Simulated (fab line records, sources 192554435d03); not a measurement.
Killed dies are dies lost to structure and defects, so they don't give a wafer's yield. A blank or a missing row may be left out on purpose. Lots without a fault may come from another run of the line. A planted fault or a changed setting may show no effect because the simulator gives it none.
Which tool did it? | flow n5_finfet | 24 lots, 72 wafers sampled, at 6 steps of a route of 1938

WHAT THE GAUGES READ, wafer by wafer
N5_BEOL_M7_RS_MEAS_57: measures by four-point-probe. Usual: M7_RS 0.289 ohm/sq, standard deviation 0.0099.
lot  | measured     | on            | M7_RS (ohm/sq)    | flag
L074 | day 9 02:17  | film_metro-01 | 0.287 0.277 0.285 |
L075 | day 9 10:40  | film_metro-02 | 0.308 0.296 0.300 |
L076 | day 10 04:56 | film_metro-02 | 0.295 0.296 0.298 |
L077 | day 10 11:04 | film_metro-01 | 0.283 0.288 0.285 |
L080 | day 10 13:48 | film_metro-02 | 0.298 0.299 0.271 |
L079 | day 10 18:11 | film_metro-02 | 0.276 0.298 0.274 |
L078 | day 10 18:59 | film_metro-02 | 0.264 0.294 0.294 |
L081 | day 11 03:59 | film_metro-02 | 0.292 0.285 0.289 |
L083 | day 11 08:05 | film_metro-02 | 0.273 0.275 0.276 |
L082 | day 11 10:40 | film_metro-01 | 0.265 0.274 0.291 |
L084 | day 11 18:46 | film_metro-01 | 0.273 0.278 0.289 |
L085 | day 11 22:20 | film_metro-01 | 0.283 0.296 0.288 |
L086 | day 12 15:53 | film_metro-02 | 0.296 0.292 0.280 |
L087 | day 12 17:10 | film_metro-01 | 0.299 0.287 0.293 |
L088 | day 12 20:56 | film_metro-01 | 0.284 0.300 0.295 |
L089 | day 12 22:59 | film_metro-02 | 0.291 0.301 0.299 |
L091 | day 13 01:42 | film_metro-02 | 0.300 0.295 0.306 |
L090 | day 13 07:01 | film_metro-02 | 0.283 0.279 0.290 |
L092 | day 13 15:01 | film_metro-02 | 0.285 0.289 0.278 |
L093 | day 14 04:57 | film_metro-01 | 0.280 0.287 0.277 |
L095 | day 14 12:25 | film_metro-02 | 0.302 0.283 0.302 |
L094 | day 15 04:20 | film_metro-02 | 0.296 0.304 0.300 |
L096 | day 15 15:04 | film_metro-02 | 0.293 0.286 0.282 |
L097 | day 15 16:07 | film_metro-01 | 0.277 0.300 0.288 |

N5_BEOL_M8_INSPECT_13: inspects for defects (brightfield). Usual: raw_defect_count 367, standard deviation 93.
lot  | measured     | on                | raw_defect_count | flag
L074 | day 9 04:16  | defect_inspect-01 | 401 329 268      |
L075 | day 9 13:23  | defect_inspect-02 | 764 396 340      |
L076 | day 10 06:45 | defect_inspect-01 | 288 392 301      |
L077 | day 10 12:46 | defect_inspect-01 | 417 590 529      |
L080 | day 10 17:41 | defect_inspect-02 | 298 315 341      |
L079 | day 10 21:25 | defect_inspect-02 | 359 426 584      |
L078 | day 10 21:26 | defect_inspect-02 | 374 312 585      |
L081 | day 11 06:44 | defect_inspect-01 | 301 405 419      |
L083 | day 11 09:55 | defect_inspect-01 | 313 274 316      |
L082 | day 11 14:05 | defect_inspect-01 | 270 189 429      |
L084 | day 11 22:31 | defect_inspect-02 | 406 548 350      |
L085 | day 11 23:50 | defect_inspect-01 | 322 323 287      |
L086 | day 12 17:17 | defect_inspect-02 | 372 382 459      |
L087 | day 12 19:35 | defect_inspect-01 | 314 313 258      |
L088 | day 12 23:58 | defect_inspect-02 | 401 471 285      |
L089 | day 13 00:26 | defect_inspect-01 | 503 357 388      |
L091 | day 13 03:50 | defect_inspect-01 | 336 313 339      |
L090 | day 13 09:42 | defect_inspect-02 | 386 384 468      |
L092 | day 13 17:10 | defect_inspect-02 | 304 350 358      |
L093 | day 14 06:14 | defect_inspect-01 | 294 300 338      |
L095 | day 14 16:20 | defect_inspect-01 | 242 243 213      |
L094 | day 15 06:23 | defect_inspect-01 | 435 310 440      |
L096 | day 15 16:14 | defect_inspect-01 | 252 273 314      |
L097 | day 15 18:00 | defect_inspect-01 | 275 298 337      |

N5_BEOL_M8_INSPECT_30: inspects for defects (brightfield). Usual: raw_defect_count 383, standard deviation 90.
lot  | measured     | on                | raw_defect_count | flag
L074 | day 9 06:56  | defect_inspect-02 | 488 389 343      |
L075 | day 9 14:52  | defect_inspect-01 | 668 326 270      |
L076 | day 10 08:05 | defect_inspect-02 | 343 505 392      |
L077 | day 10 16:23 | defect_inspect-02 | 524 709 646      |
L080 | day 10 20:14 | defect_inspect-01 | 235 264 282      |
L079 | day 11 00:40 | defect_inspect-01 | 292 330 481      |
L078 | day 10 23:43 | defect_inspect-02 | 356 310 561      |
L081 | day 11 08:21 | defect_inspect-01 | 307 425 410      |
L083 | day 11 12:56 | defect_inspect-02 | 390 339 389      |
L082 | day 11 15:11 | defect_inspect-02 | 310 228 529      |
L084 | day 12 01:00 | defect_inspect-01 | 329 444 304      |
L085 | day 12 02:13 | defect_inspect-01 | 300 310 276      |
L086 | day 12 18:47 | defect_inspect-02 | 423 391 446      |
L087 | day 12 20:41 | defect_inspect-01 | 312 325 260      |
L088 | day 13 02:46 | defect_inspect-02 | 433 469 297      |
L089 | day 13 02:35 | defect_inspect-01 | 527 356 400      |
L091 | day 13 05:41 | defect_inspect-02 | 429 431 408      |
L090 | day 13 11:38 | defect_inspect-02 | 368 363 441      |
L092 | day 13 20:32 | defect_inspect-02 | 317 377 352      |
L093 | day 14 08:15 | defect_inspect-02 | 358 340 445      |
L095 | day 14 18:56 | defect_inspect-02 | 282 338 263      |
L094 | day 15 08:49 | defect_inspect-01 | 419 304 419      |
L096 | day 15 17:21 | defect_inspect-01 | 254 264 315      |
L097 | day 15 18:56 | defect_inspect-02 | 331 369 431      |

WHICH TOOL RAN EACH LOT (tool, then ch and the chambers of the sampled wafers, then the start)
lot  | N5_BEOL_M7_ETCH_72                 | N5_BEOL_M7_TRENCH_ETCH_37                     | N5_BEOL_M8_PECVD_70
L074 | rie_diel-02 ch 1,2, day 8 23:26    | rie_diel-02 ch 1,2, day 9 02:17 or earlier    | pecvd-02 ch 0,1,2, day 9 02:58
L075 | rie_diel-03 ch 0,1,3, day 9 07:10  | rie_diel-03 ch 0,1,3, day 9 10:40 or earlier  | pecvd-02 ch 0,2, day 9 11:21
L076 | rie_diel-04 ch 0,2, day 10 00:51   | rie_diel-04 ch 0,2, day 10 04:56 or earlier   | pecvd-04 ch 0,1,2, day 10 05:37
L077 | rie_diel-02 ch 1,2,3, day 10 07:42 | rie_diel-02 ch 1,2,3, day 10 11:04 or earlier | pecvd-04 ch 0,2, day 10 11:45
L080 | rie_diel-04 ch 0,1,3, day 10 10:07 | rie_diel-04 ch 0,1,3, day 10 13:48 or earlier | pecvd-02 ch 0,1, day 10 14:30
L079 | rie_diel-04 ch 1,3, day 10 11:32   | rie_diel-04 ch 1,3, day 10 18:11 or earlier   | pecvd-04 ch 0,1,2, day 10 18:52
L078 | rie_diel-04 ch 1,2,3, day 10 16:17 | rie_diel-04 ch 1,2,3, day 10 18:59 or earlier | pecvd-04 ch 1,2, day 10 19:40
L081 | rie_diel-04 ch 1,2, day 11 00:34   | rie_diel-04 ch 1,2, day 11 03:59 or earlier   | pecvd-02 ch 1,2, day 11 04:40
L083 | rie_diel-02 ch 1,2, day 11 05:23   | rie_diel-02 ch 1,2, day 11 08:05 or earlier   | pecvd-01 ch 1,2, day 11 08:46
L082 | rie_diel-04 ch 0,2,3, day 11 07:46 | rie_diel-04 ch 0,2,3, day 11 10:40 or earlier | pecvd-01 ch 0,1,2, day 11 11:20
L084 | rie_diel-02 ch 1,2,3, day 11 15:47 | rie_diel-02 ch 1,2,3, day 11 18:46 or earlier | pecvd-04 ch 0,2, day 11 19:27
L085 | rie_diel-04 ch 1,2,3, day 11 16:18 | rie_diel-04 ch 1,2,3, day 11 22:20 or earlier | pecvd-04 ch 0,1,2, day 11 23:13
L086 | rie_diel-03 ch 0,1,3, day 12 11:45 | rie_diel-03 ch 0,1,3, day 12 15:53 or earlier | pecvd-01 ch 1,2, day 12 16:34
L087 | rie_diel-04 ch 0,1,2, day 12 14:00 | rie_diel-04 ch 0,1,2, day 12 17:10 or earlier | pecvd-04 ch 0,2, day 12 17:53
L088 | rie_diel-04 ch 0,1,3, day 12 16:30 | rie_diel-04 ch 0,1,3, day 12 20:56 or earlier | pecvd-04 ch 0,1,2, day 12 21:37
L089 | rie_diel-03 ch 0,1,3, day 12 19:26 | rie_diel-03 ch 0,1,3, day 12 22:59 or earlier | pecvd-04 ch 0,1, day 12 23:40
L091 | rie_diel-03 ch 0,2,3, day 12 21:18 | rie_diel-03 ch 0,2,3, day 13 01:42 or earlier | pecvd-02 ch 0,1,2, day 13 02:24
L090 | rie_diel-02 ch 1,3, day 13 03:05   | rie_diel-02 ch 1,3, day 13 07:01 or earlier   | pecvd-04 ch 0,2, day 13 07:42
L092 | rie_diel-04 ch 0,1,2, day 13 11:48 | rie_diel-04 ch 0,1,2, day 13 15:01 or earlier | pecvd-02 ch 0,1, day 13 15:42
L093 | rie_diel-02 ch 0,2,3, day 14 02:01 | rie_diel-02 ch 0,2,3, day 14 04:57 or earlier | pecvd-02 ch 0,1,2, day 14 05:38
L095 | rie_diel-03 ch 1,3, day 14 08:40   | rie_diel-03 ch 1,3, day 14 12:25 or earlier   | pecvd-02 ch 0,1,2, day 14 13:05
L094 | rie_diel-03 ch 0,1, day 14 22:56   | rie_diel-03 ch 0,1, day 15 04:20 or earlier   | pecvd-02 ch 0,1, day 15 05:00
L096 | rie_diel-02 ch 1,2,3, day 15 04:34 | rie_diel-02 ch 1,2,3, day 15 15:04 or earlier | pecvd-01 ch 1,2, day 15 15:45
L097 | rie_diel-04 ch 1,2, day 15 05:13   | rie_diel-04 ch 1,2, day 15 16:07 or earlier   | pecvd-04 ch 0,2, day 15 16:47
- N5_BEOL_M7_ETCH_72: etches underlayer in N2/H2, target depth 6.5 nm, time 5.2 s.
- N5_BEOL_M7_TRENCH_ETCH_37: etches SiCOH lowk in C4F6/O2, target depth 93.478 nm, time 31.2 s.
- N5_BEOL_M8_PECVD_70: deposits SiO2 from TEOS/O2, target thk 20 nm, time 22.7 s.

WHAT THE TOOLS THEMSELVES READ (means of the sampled wafers that have a number; where no wafer has one, the mark that the record gives instead)
N5_BEOL_M7_ETCH_72. Usual: drypump_motor_current_A 5.8 A, standard deviation 0.46; etch_rf_on_time_s 5.19 s, standard deviation 0.14; oes_product_au 0.67 a.u., standard deviation 0.081; rf_vpp_V 524.9 V, standard deviation 2.3; showerhead_plenum_p_Torr 2.58 Torr, standard deviation 0.075; throttle_valve_pct 17.80 %, standard deviation 0.27.
lot  | tool        | drypump_motor_current_A (A) | etch_rf_on_time_s (s) | oes_product_au (a.u.) | rf_vpp_V (V) | showerhead_plenum_p_Torr (Torr) | throttle_valve_pct (%) | flag
L074 | rie_diel-02 | 5.8                         | 5.09                  | 0.74                  | 524.5        | 2.59                            | 17.52                  |
L075 | rie_diel-03 | 5.9                         | 5.24                  | 0.67                  | 523.7        | 2.55                            | 17.82                  |
L076 | rie_diel-04 | 5.6                         | 5.26                  | 0.61                  | 524.5        | 2.54                            | 18.08                  |
L077 | rie_diel-02 | 6.2                         | 5.09                  | 0.75                  | 526.1        | 2.63                            | 17.61                  |
L080 | rie_diel-04 | 5.9                         | 5.19                  | 0.69                  | 524.3        | 2.58                            | 17.66                  |
L079 | rie_diel-04 | 5.9                         | 4.98                  | 0.78                  | 527.3        | 2.62                            | 17.42                  |
L078 | rie_diel-04 | 5.9                         | 5.20                  | 0.69                  | 525.9        | 2.62                            | 17.67                  |
L081 | rie_diel-04 | 5.9                         | 5.24                  | 0.61                  | 527.8        | 2.62                            | 17.94                  |
L083 | rie_diel-02 | 5.8                         | 5.07                  | 0.73                  | 524.2        | 2.58                            | 17.56                  |
L082 | rie_diel-04 | 5.7                         | 5.16                  | 0.68                  | 525.1        | 2.58                            | 17.85                  |
L084 | rie_diel-02 | 6.2                         | 5.09                  | 0.73                  | 526.4        | 2.62                            | 17.62                  |
L085 | rie_diel-04 | 5.9                         | 5.14                  | 0.69                  | 526.8        | 2.62                            | 17.70                  |
L086 | rie_diel-03 | 5.8                         | 5.23                  | 0.66                  | 525.0        | 2.54                            | 17.84                  |
L087 | rie_diel-04 | 5.9                         | 5.21                  | 0.60                  | 525.3        | 2.58                            | 17.96                  |
L088 | rie_diel-04 | 5.9                         | 5.14                  | 0.67                  | 524.0        | 2.58                            | 17.71                  |
L089 | rie_diel-03 | 5.8                         | 5.25                  | 0.65                  | 524.8        | 2.54                            | 17.86                  |
L091 | rie_diel-03 | 5.5                         | 5.37                  | 0.66                  | 525.0        | 2.58                            | 17.81                  |
L090 | rie_diel-02 | 6.2                         | 5.06                  | 0.73                  | 524.8        | 2.65                            | 17.71                  |
L092 | rie_diel-04 | 5.9                         | 5.29                  | 0.60                  | 526.1        | 2.58                            | 17.95                  |
L093 | rie_diel-02 | 6.1                         | 5.12                  | 0.67                  | 525.5        | 2.59                            | 17.89                  |
L095 | rie_diel-03 | 5.9                         | 5.26                  | 0.64                  | 523.1        | 2.49                            | 17.90                  |
L094 | rie_diel-03 | 5.9                         | 5.38                  | 0.60                  | 522.7        | 2.48                            | 18.00                  |
L096 | rie_diel-02 | 6.2                         | 5.11                  | 0.70                  | 525.0        | 2.61                            | 17.68                  |
L097 | rie_diel-04 | 6.1                         | 5.26                  | 0.60                  | 526.4        | 2.62                            | 17.81                  |

N5_BEOL_M7_TRENCH_ETCH_37. Usual: drypump_motor_current_A 5.8 A, standard deviation 0.46; oes_o_777_au 0.78 a.u., standard deviation 0.099; oes_product_au 0.78 a.u., standard deviation 0.091; rf_vpp_V 667 V, standard deviation 14; showerhead_plenum_p_Torr 2.88 Torr, standard deviation 0.075; throttle_valve_pct 20.9 %, standard deviation 0.4.
lot  | tool        | drypump_motor_current_A (A) | oes_o_777_au (a.u.) | oes_product_au (a.u.) | rf_vpp_V (V) | showerhead_plenum_p_Torr (Torr) | throttle_valve_pct (%) | flag
L074 | rie_diel-02 | 5.8                         | 0.84                | 0.87                  | 667          | 2.88                            | 20.5                   |
L075 | rie_diel-03 | 5.8                         | 0.80                | 0.78                  | 648          | 2.86                            | 20.9                   |
L076 | rie_diel-04 | 5.6                         | 0.71                | 0.71                  | 676          | 2.88                            | 21.4                   |
L077 | rie_diel-02 | 6.2                         | 0.86                | 0.87                  | 672          | 2.93                            | 20.6                   |
L080 | rie_diel-04 | 5.9                         | 0.81                | 0.81                  | 671          | 2.89                            | 20.7                   |
L079 | rie_diel-04 | 5.9                         | 0.91                | 0.90                  | 669          | 2.90                            | 20.3                   |
L078 | rie_diel-04 | 5.9                         | 0.81                | 0.81                  | 676          | 2.93                            | 20.7                   |
L081 | rie_diel-04 | 5.9                         | 0.71                | 0.72                  | 682          | 2.95                            | 21.1                   |
L083 | rie_diel-02 | 5.8                         | 0.81                | 0.84                  | 667          | 2.87                            | 20.5                   |
L082 | rie_diel-04 | 5.7                         | 0.80                | 0.80                  | 672          | 2.89                            | 21.0                   |
L084 | rie_diel-02 | 6.2                         | 0.84                | 0.85                  | 672          | 2.92                            | 20.6                   |
L085 | rie_diel-04 | 5.9                         | 0.80                | 0.79                  | 676          | 2.92                            | 20.7                   |
L086 | rie_diel-03 | 5.8                         | 0.77                | 0.77                  | 648          | 2.85                            | 20.9                   |
L087 | rie_diel-04 | 5.9                         | 0.70                | 0.71                  | 678          | 2.90                            | 21.1                   |
L088 | rie_diel-04 | 5.9                         | 0.78                | 0.79                  | 671          | 2.88                            | 20.7                   |
L089 | rie_diel-03 | 5.8                         | 0.77                | 0.76                  | 648          | 2.85                            | 20.9                   |
L091 | rie_diel-03 | 5.6                         | 0.78                | 0.78                  | 654          | 2.90                            | 21.0                   |
L090 | rie_diel-02 | 6.2                         | 0.84                | 0.84                  | 669          | 2.95                            | 20.8                   |
L092 | rie_diel-04 | 5.9                         | 0.69                | 0.70                  | 679          | 2.90                            | 21.1                   |
L093 | rie_diel-02 | 6.1                         | 0.78                | 0.79                  | 675          | 2.90                            | 20.9                   |
L095 | rie_diel-03 | 5.9                         | 0.77                | 0.75                  | 640          | 2.80                            | 21.0                   |
L094 | rie_diel-03 | 5.9                         | 0.70                | 0.71                  | 653          | 2.79                            | 21.1                   |
L096 | rie_diel-02 | 6.2                         | 0.80                | 0.82                  | 672          | 2.91                            | 20.7                   |
L097 | rie_diel-04 | 6.1                         | 0.70                | 0.71                  | 682          | 2.93                            | 20.9                   |

N5_BEOL_M8_PECVD_70. Usual: chamber_pressure_Torr 5.499 Torr, standard deviation 0.013; heater_power_outer_w 474 W, standard deviation 61; heater_power_w 813 W, standard deviation 92; showerhead_plenum_p_Torr 8.76 Torr, standard deviation 0.063; throttle_valve_pct 22.5 %, standard deviation 0.7.
lot  | tool     | chamber_pressure_Torr (Torr) | heater_power_outer_w (W) | heater_power_w (W) | showerhead_plenum_p_Torr (Torr) | throttle_valve_pct (%) | flag
L074 | pecvd-02 | 5.509                        | 530                      | 870                | 8.79                            | 22.1                   |
L075 | pecvd-02 | 5.493                        | 464                      | 787                | 8.76                            | 21.8                   |
L076 | pecvd-04 | 5.493                        | 455                      | 819                | 8.72                            | 22.6                   |
L077 | pecvd-04 | 5.501                        | 518                      | 894                | 8.69                            | 23.0                   |
L080 | pecvd-02 | 5.491                        | 456                      | 762                | 8.82                            | 22.6                   |
L079 | pecvd-04 | 5.514                        | 491                      | 870                | 8.72                            | 22.7                   |
L078 | pecvd-04 | 5.496                        | 433                      | 775                | 8.67                            | 22.6                   |
L081 | pecvd-02 | 5.504                        | 463                      | 783                | 8.82                            | 22.1                   |
L083 | pecvd-01 | 5.493                        | 449                      | 767                | 8.77                            | 21.8                   |
L082 | pecvd-01 | 5.508                        | 438                      | 750                | 8.76                            | 22.3                   |
L084 | pecvd-04 | 5.501                        | 523                      | 917                | 8.73                            | 22.8                   |
L085 | pecvd-04 | 5.502                        | 481                      | 858                | 8.71                            | 22.8                   |
L086 | pecvd-01 | 5.496                        | 448                      | 759                | 8.78                            | 21.9                   |
L087 | pecvd-04 | 5.499                        | 487                      | 876                | 8.74                            | 23.3                   |
L088 | pecvd-04 | 5.500                        | 488                      | 855                | 8.72                            | 22.5                   |
L089 | pecvd-04 | 5.507                        | 431                      | 765                | 8.74                            | 22.1                   |
L091 | pecvd-02 | 5.507                        | 486                      | 800                | 8.81                            | 22.2                   |
L090 | pecvd-04 | 5.498                        | 544                      | 933                | 8.74                            | 23.2                   |
L092 | pecvd-02 | 5.491                        | 526                      | 843                | 8.84                            | 22.6                   |
L093 | pecvd-02 | 5.503                        | 518                      | 843                | 8.81                            | 22.2                   |
L095 | pecvd-02 | 5.496                        | 514                      | 830                | 8.82                            | 22.2                   |
L094 | pecvd-02 | 5.508                        | 471                      | 744                | 8.84                            | 22.7                   |
L096 | pecvd-01 | 5.506                        | 460                      | 770                | 8.78                            | 22.0                   |
L097 | pecvd-04 | 5.493                        | 445                      | 807                | 8.70                            | 23.5                   |

THE ANSWER, worked out from the rows above alone
Rule: a lot is off if the mean of its wafers that have a number lies more than 3 standard deviations from the usual mean. A lot without any number at a reading at which 4 lots or more have one is off too. The other lots that the step has rows for count as sound. The gauges are gone through in route order, then the tools' own readings, and for those a lot's mean is taken as printed above. The first step at which some lot is off is used, and at that step the reading that is off furthest; a lot without a number counts as furthest.
No lot is off at any reading shown: from this, nothing can be told.

WHAT THE SIMULATOR HAD PUT IN
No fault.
